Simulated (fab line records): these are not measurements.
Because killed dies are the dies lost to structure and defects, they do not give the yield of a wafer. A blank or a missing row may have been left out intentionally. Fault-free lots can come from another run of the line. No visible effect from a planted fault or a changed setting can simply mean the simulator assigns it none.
Chamber matching    flow n5 finfet    rie diel-04 running N5_GATE_CUT_ETCH_36: 4 sister chambers
The step etches SiARC in CF4, target depth 13 nm, time 21.7 s. 16 wafers are shown with their chamber, then 8 later ones without.

WAFERS PAIRED WITH THEIR CHAMBERS
wafer   chamber  drypump motor current A (A)  showerhead plenum p Torr (Torr)  throttle valve pct (%)
L075.2  1        5.6                          2.16                             15.48
L075.3  2        6.5                          2.08                             15.90
L075.6  0        6.5                          2.20                             15.78
L081.3  1        5.6                          2.16                             15.50
L081.4  2        6.4                          2.08                             15.93
L081.5  1        5.6                          2.16                             15.50
L085.1  2        6.4                          2.08                             15.93
L085.3  1        5.6                          2.16                             15.52
L085.6  1        5.6                          2.16                             15.52
L086.2  2        6.4                          2.08                             15.95
L086.4  1        5.6                          2.15                             15.52
L086.6  0        6.5                          2.20                             15.80
L092.2  1        5.6                          2.15                             15.54
L092.3  3        5.3                          2.20                             15.63
L092.4  0        6.5                          2.19                             15.82
L093.1  3        5.3                          2.20                             15.63

SIGNATURES (averages over the wafers above)
reading                   chamber 0  chamber 1  chamber 2  chamber 3  scatter within a chamber
drypump motor current A   6.500      5.600      6.425      5.300      0.025
showerhead plenum p Torr  2.1967     2.1571     2.0800     2.2000     0.00418
throttle valve pct        15.8000    15.5114    15.9275    15.6300    0.0191
Rule: a wafer's distance from a chamber is the root of the sum, over the readings, of the square of ((its reading less the chamber's mean) divided by the reading's scatter). If the next closest chamber is less than 2 further off than the closest, the wafer can't be placed; otherwise it belongs to the closest. The scatter: take each reading less its chamber's mean, square it, sum over the shown wafers, divide by the number of wafers less the number of chambers, and take the root.

WAFERS WITHOUT THEIR CHAMBER
wafer   drypump motor current A (A)  showerhead plenum p Torr (Torr)  throttle valve pct (%)
L093.2  6.5                          2.19                             15.81
L093.3  6.5                          2.07                             15.96
L093.4  5.6                          2.15                             15.55
L093.5  6.4                          2.07                             15.96
L093.6  5.6                          2.15                             15.54
L095.4  6.4                          2.07                             15.98
L095.5  5.6                          2.15                             15.56
L095.6  6.5                          2.19                             15.83

CHAMBER TAKEN BY EACH
wafer   from the rows above  in truth
L093.2  0                    0
L093.3  2                    2
L093.4  1                    1
L093.5  2                    2
L093.6  1                    1
L095.4  2                    2
L095.5  1                    1
L095.6  0                    0
Correctly placed: 8 of 8. Number that these rows cannot place: 0. Placed wrongly: 0.
